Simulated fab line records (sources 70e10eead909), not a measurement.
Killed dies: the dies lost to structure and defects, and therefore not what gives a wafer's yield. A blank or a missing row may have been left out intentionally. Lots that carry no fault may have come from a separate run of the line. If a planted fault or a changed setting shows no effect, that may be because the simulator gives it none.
Which of the tools did it? / flow nandHarc / 33 wafers from 11 lots sampled at 6 of the route's 1159 steps

== WHAT THE GAUGES SHOWED, per wafer ==
NHARC_A_BONDPAD_THK_MEAS_30: measures by ellipsometry. Usual: thkNm 199.7 nm, standard deviation 1.7.
lot=L227; measured=day 17 20:58; on=filmMetro-01; thkNm (nm)=198.6 197.5 201.7; flag=
lot=L226; measured=day 18 00:50; on=filmMetro-02; thkNm (nm)=202.4 200.6 199.5; flag=
lot=L228; measured=day 18 05:35; on=filmMetro-02; thkNm (nm)=200.6 199.0 200.2; flag=
lot=L230; measured=day 19 07:27; on=filmMetro-01; thkNm (nm)=199.7 200.2 198.7; flag=
lot=L240; measured=day 22 10:14; on=filmMetro-01; thkNm (nm)=247.6 245.8 251.2; flag=OFF
lot=L237; measured=day 22 10:34; on=filmMetro-02; thkNm (nm)=249.9 251.9 256.1; flag=OFF
lot=L243; measured=day 22 21:30; on=filmMetro-01; thkNm (nm)=199.2 201.1 198.8; flag=
lot=L242; measured=day 22 22:25; on=filmMetro-02; thkNm (nm)=202.2 202.0 202.1; flag=
lot=L241; measured=day 22 23:18; on=filmMetro-02; thkNm (nm)=254.8 254.5 251.5; flag=OFF
lot=L246; measured=day 23 06:11; on=filmMetro-02; thkNm (nm)=201.1 198.8 199.6; flag=
lot=L248; measured=day 23 16:25; on=filmMetro-02; thkNm (nm)=200.8 197.1 199.8; flag=

NHARC_END_SORT_01. Usual: defectLimitedYield 95.1 %, standard deviation 1.6; killedAtArray 29, standard deviation 10; killedAtOther 0.7, standard deviation 1.1; killedAtPeriphery 3.3, standard deviation 2.4; killedDies 33, standard deviation 11; killedOpen 3.3, standard deviation 2; killedShort 1.9, standard deviation 1.3; sort_bin_2_pct 1.5 %, standard deviation 0.67; sort_bin_3_pct 0.27 %, standard deviation 0.24; sort_bin_4_pct 3.1 %, standard deviation 1.1; sortNPass 644, standard deviation 11; sortRimYieldPct 97.1 %, standard deviation 2.1; sortYieldPct 95.1 %, standard deviation 1.6.
lot=L240; measured=day 23 21:31; on=prober-02; defectLimitedYield (%)=0 0 0; killedAtArray=673 672 672; killedAtOther=0 1 0; killedAtPeriphery=4 4 5; killedDies=677 677 677; killedOpen=5 5 5; killedShort=2 2 1; sort_bin_2_pct (%)=95.4 96.6 97.2; sort_bin_3_pct (%)=0 0 0.30; sort_bin_4_pct (%)=4.6 3.4 2.5; sortNPass=0 0 0; sortRimYieldPct (%)=0 0 0; sortYieldPct (%)=0 0 0; flag=OFF
lot=L237; measured=day 23 22:22; on=prober-01; defectLimitedYield (%)=0 0 0; killedAtArray=671 669 671; killedAtOther=2 1 1; killedAtPeriphery=4 7 5; killedDies=677 677 677; killedOpen=2 9 2; killedShort=0 2 1; sort_bin_2_pct (%)=96.3 94.8 97.2; sort_bin_3_pct (%)=0.15 0.59 0.74; sort_bin_4_pct (%)=3.5 4.6 2.1; sortNPass=0 0 0; sortRimYieldPct (%)=0 0 0; sortYieldPct (%)=0 0 0; flag=OFF
lot=L241; measured=day 24 07:22; on=prober-01; defectLimitedYield (%)=0 0 0; killedAtArray=672 670 677; killedAtOther=0 1 0; killedAtPeriphery=5 6 0; killedDies=677 677 677; killedOpen=3 6 2; killedShort=2 2 1; sort_bin_2_pct (%)=97.3 98.2 98.2; sort_bin_3_pct (%)=0 0.15 0.15; sort_bin_4_pct (%)=2.7 1.6 1.6; sortNPass=0 0 0; sortRimYieldPct (%)=0 0 0; sortYieldPct (%)=0 0 0; flag=OFF

== EACH LOT AND THE TOOL THAT RAN IT (in order: tool; ch and the chambers of the sampled wafers; start) ==
lot=L227; NHARC_A_M1_DESCUM_14=rieDiel-09 ch 0,1,3, day 17 17:01; NHARC_A_M1_ANNEAL_31=rtpAnneal-01 ch 0, day 17 18:47; NHARC_A_M1_CMP_23=cmp-02 ch 0,1,3, day 17 19:08; NHARC_A_BONDPAD_CMP_29=cmp-04 ch 0,2,3, day 17 20:43
lot=L226; NHARC_A_M1_DESCUM_14=rieDiel-12 ch 0,1,3, day 17 20:56; NHARC_A_M1_ANNEAL_31=rtpAnneal-02 ch 0, day 17 22:40; NHARC_A_M1_CMP_23=cmp-01 ch 0,1, day 17 23:00; NHARC_A_BONDPAD_CMP_29=cmp-01 ch 0,1,3, day 18 00:38
lot=L228; NHARC_A_M1_DESCUM_14=rieDiel-12 ch 0,1, day 18 01:37; NHARC_A_M1_ANNEAL_31=rtpAnneal-01 ch 0, day 18 03:24; NHARC_A_M1_CMP_23=cmp-02 ch 0,1,2, day 18 03:45; NHARC_A_BONDPAD_CMP_29=cmp-01 ch 1,2, day 18 05:20
lot=L230; NHARC_A_M1_DESCUM_14=rieDiel-12 ch 0,2,3, day 19 03:26; NHARC_A_M1_ANNEAL_31=rtpAnneal-01 ch 0, day 19 05:23; NHARC_A_M1_CMP_23=cmp-01 ch 0,2, day 19 05:39; NHARC_A_BONDPAD_CMP_29=cmp-01 ch 0,2, day 19 07:13
lot=L240; NHARC_A_M1_DESCUM_14=rieDiel-09 ch 2,3, day 22 05:50; NHARC_A_M1_ANNEAL_31=rtpAnneal-02 ch 0, day 22 08:03; NHARC_A_M1_CMP_23=cmp-01 ch 1,2,3, day 22 08:24; NHARC_A_BONDPAD_CMP_29=cmp-01 ch 1,2,3, day 22 10:00
lot=L237; NHARC_A_M1_DESCUM_14=rieDiel-09 ch 0,2,3, day 22 06:18; NHARC_A_M1_ANNEAL_31=rtpAnneal-01 ch 0, day 22 08:14; NHARC_A_M1_CMP_23=cmp-02 ch 0,3, day 22 08:33; NHARC_A_BONDPAD_CMP_29=cmp-04 ch 1,2, day 22 10:20
lot=L243; NHARC_A_M1_DESCUM_14=rieDiel-08 ch 0,1,2, day 22 17:19; NHARC_A_M1_ANNEAL_31=rtpAnneal-01 ch 0, day 22 19:26; NHARC_A_M1_CMP_23=cmp-03 ch 1,2,3, day 22 19:44; NHARC_A_BONDPAD_CMP_29=cmp-04 ch 2,3, day 22 21:15
lot=L242; NHARC_A_M1_DESCUM_14=rieDiel-09 ch 0,3, day 22 18:09; NHARC_A_M1_ANNEAL_31=rtpAnneal-02 ch 0, day 22 19:56; NHARC_A_M1_CMP_23=cmp-03 ch 0,2,3, day 22 20:17; NHARC_A_BONDPAD_CMP_29=cmp-01 ch 1,3, day 22 22:10
lot=L241; NHARC_A_M1_DESCUM_14=rieDiel-12 ch 2,3, day 22 18:53; NHARC_A_M1_ANNEAL_31=rtpAnneal-02 ch 0, day 22 20:46; NHARC_A_M1_CMP_23=cmp-01 ch 0,2,3, day 22 21:04; NHARC_A_BONDPAD_CMP_29=cmp-01 ch 0,1, day 22 23:03
lot=L246; NHARC_A_M1_DESCUM_14=rieDiel-12 ch 0,1,2, day 23 02:08; NHARC_A_M1_ANNEAL_31=rtpAnneal-01 ch 0, day 23 04:01; NHARC_A_M1_CMP_23=cmp-02 ch 0,1, day 23 04:23; NHARC_A_BONDPAD_CMP_29=cmp-04 ch 0,1,3, day 23 05:59
lot=L248; NHARC_A_M1_DESCUM_14=rieDiel-08 ch 1,2,3, day 23 12:25; NHARC_A_M1_ANNEAL_31=rtpAnneal-01 ch 0, day 23 14:13; NHARC_A_M1_CMP_23=cmp-03 ch 0,2,3, day 23 14:34; NHARC_A_BONDPAD_CMP_29=cmp-04 ch 1,2,3, day 23 16:10
- NHARC_A_M1_DESCUM_14: chemistry O2, time 3 s.
- NHARC_A_M1_ANNEAL_31: time 90 s.
- NHARC_A_M1_CMP_23: polishes, t overpolish 20 s, target thk 154.34 nm.
- NHARC_A_BONDPAD_CMP_29: polishes SiCN, target thk 200 nm.

== AS READ BY THE TOOLS THEMSELVES (means over the sampled wafers that have a number; for cases with no such wafer, the mark the record gives instead) ==
NHARC_A_M1_DESCUM_14. Usual: drypumpMotorCurrentA 5.5 A, standard deviation 0.48; oesProductAu 1.001 a.u., standard deviation 0.014; rfVppV 57.9 V, standard deviation 0.89; showerheadPlenumPTorr 1.94 Torr, standard deviation 0.075; throttleValvePct 11.311 %, standard deviation 0.009.
lot=L227; tool=rieDiel-09; drypumpMotorCurrentA (A)=5.9; oesProductAu (a.u.)=0.986; rfVppV (V)=58.0; showerheadPlenumPTorr (Torr)=1.95; throttleValvePct (%)=11.313; flag=
lot=L226; tool=rieDiel-12; drypumpMotorCurrentA (A)=5.5; oesProductAu (a.u.)=1.018; rfVppV (V)=57.7; showerheadPlenumPTorr (Torr)=2.02; throttleValvePct (%)=11.313; flag=
lot=L228; tool=rieDiel-12; drypumpMotorCurrentA (A)=5.1; oesProductAu (a.u.)=1.020; rfVppV (V)=58.7; showerheadPlenumPTorr (Torr)=1.99; throttleValvePct (%)=11.314; flag=
lot=L230; tool=rieDiel-12; drypumpMotorCurrentA (A)=5.3; oesProductAu (a.u.)=1.001; rfVppV (V)=57.9; showerheadPlenumPTorr (Torr)=1.98; throttleValvePct (%)=11.311; flag=
lot=L240; tool=rieDiel-09; drypumpMotorCurrentA (A)=5.4; oesProductAu (a.u.)=0.992; rfVppV (V)=57.5; showerheadPlenumPTorr (Torr)=1.93; throttleValvePct (%)=11.305; flag=
lot=L237; tool=rieDiel-09; drypumpMotorCurrentA (A)=5.5; oesProductAu (a.u.)=0.991; rfVppV (V)=58.1; showerheadPlenumPTorr (Torr)=1.96; throttleValvePct (%)=11.307; flag=
lot=L243; tool=rieDiel-08; drypumpMotorCurrentA (A)=5.8; oesProductAu (a.u.)=0.993; rfVppV (V)=57.9; showerheadPlenumPTorr (Torr)=1.85; throttleValvePct (%)=11.308; flag=
lot=L242; tool=rieDiel-09; drypumpMotorCurrentA (A)=5.6; oesProductAu (a.u.)=0.991; rfVppV (V)=58.3; showerheadPlenumPTorr (Torr)=1.99; throttleValvePct (%)=11.309; flag=
lot=L241; tool=rieDiel-12; drypumpMotorCurrentA (A)=5.2; oesProductAu (a.u.)=1.006; rfVppV (V)=58.0; showerheadPlenumPTorr (Torr)=1.96; throttleValvePct (%)=11.314; flag=
lot=L246; tool=rieDiel-12; drypumpMotorCurrentA (A)=5.0; oesProductAu (a.u.)=1.009; rfVppV (V)=57.5; showerheadPlenumPTorr (Torr)=1.96; throttleValvePct (%)=11.317; flag=
lot=L248; tool=rieDiel-08; drypumpMotorCurrentA (A)=5.7; oesProductAu (a.u.)=0.993; rfVppV (V)=57.9; showerheadPlenumPTorr (Torr)=1.85; throttleValvePct (%)=11.319; flag=

NHARC_A_M1_ANNEAL_31. Usual: wafer_temp_C_max 225.9, standard deviation 0.33.
lot=L227 tool=rtpAnneal-01 wafer_temp_C_max=226.2 flag=
lot=L226 tool=rtpAnneal-02 wafer_temp_C_max=225.6 flag=
lot=L228 tool=rtpAnneal-01 wafer_temp_C_max=226.0 flag=
lot=L230 tool=rtpAnneal-01 wafer_temp_C_max=226.4 flag=
lot=L240 tool=rtpAnneal-02 wafer_temp_C_max=225.6 flag=
lot=L237 tool=rtpAnneal-01 wafer_temp_C_max=225.9 flag=
lot=L243 tool=rtpAnneal-01 wafer_temp_C_max=226.1 flag=
lot=L242 tool=rtpAnneal-02 wafer_temp_C_max=225.8 flag=
lot=L241 tool=rtpAnneal-02 wafer_temp_C_max=225.7 flag=
lot=L246 tool=rtpAnneal-01 wafer_temp_C_max=226.3 flag=
lot=L248 tool=rtpAnneal-01 wafer_temp_C_max=226.2 flag=

NHARC_A_M1_CMP_23. Usual: edgeZonePressureFrac 0.999, standard deviation 0.0048; motorCurrentA 12.2 A, standard deviation 1.3; retainingRingPressureFrac 1.000, standard deviation 0.0047; slurryFilterDpKPa 13.51 kPa, standard deviation 0.14; timeToEndpointS 28 s, standard deviation 3.
lot=L227; tool=cmp-02; edgeZonePressureFrac=0.996; motorCurrentA (A)=10.7; retainingRingPressureFrac=1.000; slurryFilterDpKPa (kPa)=13.51; timeToEndpointS (s)=23; flag=
lot=L226; tool=cmp-01; edgeZonePressureFrac=0.996; motorCurrentA (A)=12.8; retainingRingPressureFrac=1.003; slurryFilterDpKPa (kPa)=13.64; timeToEndpointS (s)=29; flag=
lot=L228; tool=cmp-02; edgeZonePressureFrac=1.000; motorCurrentA (A)=10.8; retainingRingPressureFrac=1.001; slurryFilterDpKPa (kPa)=13.47; timeToEndpointS (s)=22; flag=
lot=L230; tool=cmp-01; edgeZonePressureFrac=0.998; motorCurrentA (A)=12.3; retainingRingPressureFrac=0.998; slurryFilterDpKPa (kPa)=13.61; timeToEndpointS (s)=30; flag=
lot=L240; tool=cmp-01; edgeZonePressureFrac=1.001; motorCurrentA (A)=12.7; retainingRingPressureFrac=1.002; slurryFilterDpKPa (kPa)=13.46; timeToEndpointS (s)=32; flag=
lot=L237; tool=cmp-02; edgeZonePressureFrac=1.003; motorCurrentA (A)=11.8; retainingRingPressureFrac=1.002; slurryFilterDpKPa (kPa)=13.37; timeToEndpointS (s)=25; flag=
lot=L243; tool=cmp-03; edgeZonePressureFrac=1.002; motorCurrentA (A)=12.8; retainingRingPressureFrac=1.002; slurryFilterDpKPa (kPa)=13.67; timeToEndpointS (s)=27; flag=
lot=L242; tool=cmp-03; edgeZonePressureFrac=1.002; motorCurrentA (A)=13.2; retainingRingPressureFrac=0.997; slurryFilterDpKPa (kPa)=13.43; timeToEndpointS (s)=30; flag=
lot=L241; tool=cmp-01; edgeZonePressureFrac=1.001; motorCurrentA (A)=12.2; retainingRingPressureFrac=0.998; slurryFilterDpKPa (kPa)=13.60; timeToEndpointS (s)=29; flag=
lot=L246; tool=cmp-02; edgeZonePressureFrac=1.002; motorCurrentA (A)=11.3; retainingRingPressureFrac=0.996; slurryFilterDpKPa (kPa)=13.52; timeToEndpointS (s)=24; flag=
lot=L248; tool=cmp-03; edgeZonePressureFrac=0.999; motorCurrentA (A)=13.4; retainingRingPressureFrac=1.002; slurryFilterDpKPa (kPa)=13.48; timeToEndpointS (s)=28; flag=

NHARC_A_BONDPAD_CMP_29. Usual: edgeZonePressureFrac 1.001, standard deviation 0.0053; motorCurrentA 11.7 A, standard deviation 1.2; retainingRingPressureFrac 1.000, standard deviation 0.0052; slurryFilterDpKPa 13.50 kPa, standard deviation 0.14.
lot=L227; tool=cmp-04; edgeZonePressureFrac=1.000; motorCurrentA (A)=10.9; retainingRingPressureFrac=1.001; slurryFilterDpKPa (kPa)=13.46; flag=
lot=L226; tool=cmp-01; edgeZonePressureFrac=1.003; motorCurrentA (A)=12.5; retainingRingPressureFrac=0.999; slurryFilterDpKPa (kPa)=13.46; flag=
lot=L228; tool=cmp-01; edgeZonePressureFrac=0.994; motorCurrentA (A)=12.9; retainingRingPressureFrac=1.004; slurryFilterDpKPa (kPa)=13.40; flag=
lot=L230; tool=cmp-01; edgeZonePressureFrac=1.001; motorCurrentA (A)=11.9; retainingRingPressureFrac=0.996; slurryFilterDpKPa (kPa)=13.68; flag=
lot=L240; tool=cmp-01; edgeZonePressureFrac=-; motorCurrentA (A)=-; retainingRingPressureFrac=-; slurryFilterDpKPa (kPa)=-; flag=OFF
lot=L237; tool=cmp-04; edgeZonePressureFrac=-; motorCurrentA (A)=-; retainingRingPressureFrac=-; slurryFilterDpKPa (kPa)=-; flag=OFF
lot=L243; tool=cmp-04; edgeZonePressureFrac=0.997; motorCurrentA (A)=12.0; retainingRingPressureFrac=0.998; slurryFilterDpKPa (kPa)=13.51; flag=
lot=L242; tool=cmp-01; edgeZonePressureFrac=1.005; motorCurrentA (A)=12.7; retainingRingPressureFrac=1.001; slurryFilterDpKPa (kPa)=13.59; flag=
lot=L241; tool=cmp-01; edgeZonePressureFrac=-; motorCurrentA (A)=-; retainingRingPressureFrac=-; slurryFilterDpKPa (kPa)=-; flag=OFF
lot=L246; tool=cmp-04; edgeZonePressureFrac=0.995; motorCurrentA (A)=10.4; retainingRingPressureFrac=1.005; slurryFilterDpKPa (kPa)=13.63; flag=
lot=L248; tool=cmp-04; edgeZonePressureFrac=1.004; motorCurrentA (A)=11.5; retainingRingPressureFrac=1.001; slurryFilterDpKPa (kPa)=13.62; flag=

== THE ANSWER, worked out from the rows above alone ==
Rule: a lot counts as off when the mean over its wafers that have a number is more than 3 standard deviations away from the usual mean. A lot without any number at a reading at which 4 lots or more have one is off too. Where the step has rows for the other lots, those lots are counted as sound. The gauges are gone through in route order, then the tools' own readings, and for those a lot's mean is taken as printed above. At the first step where some lot is off, the reading lying furthest off is the one used; lots without a number count as furthest.
Off: L240, L237, L241 (NHARC_A_BONDPAD_THK_MEAS_30, thkNm).
If a tool, at a process step before that reading, ran all the lots that are off and no sound lot after the first of them, it fits. Not tried: the gauges at NHARC_A_BONDPAD_THK_MEAS_30; whatever is off there is also off at NHARC_END_SORT_01, on other tools, and gauge error can't account for it. No candidate that was tried fits.

== WHAT THE SIMULATOR HAD INSERTED ==
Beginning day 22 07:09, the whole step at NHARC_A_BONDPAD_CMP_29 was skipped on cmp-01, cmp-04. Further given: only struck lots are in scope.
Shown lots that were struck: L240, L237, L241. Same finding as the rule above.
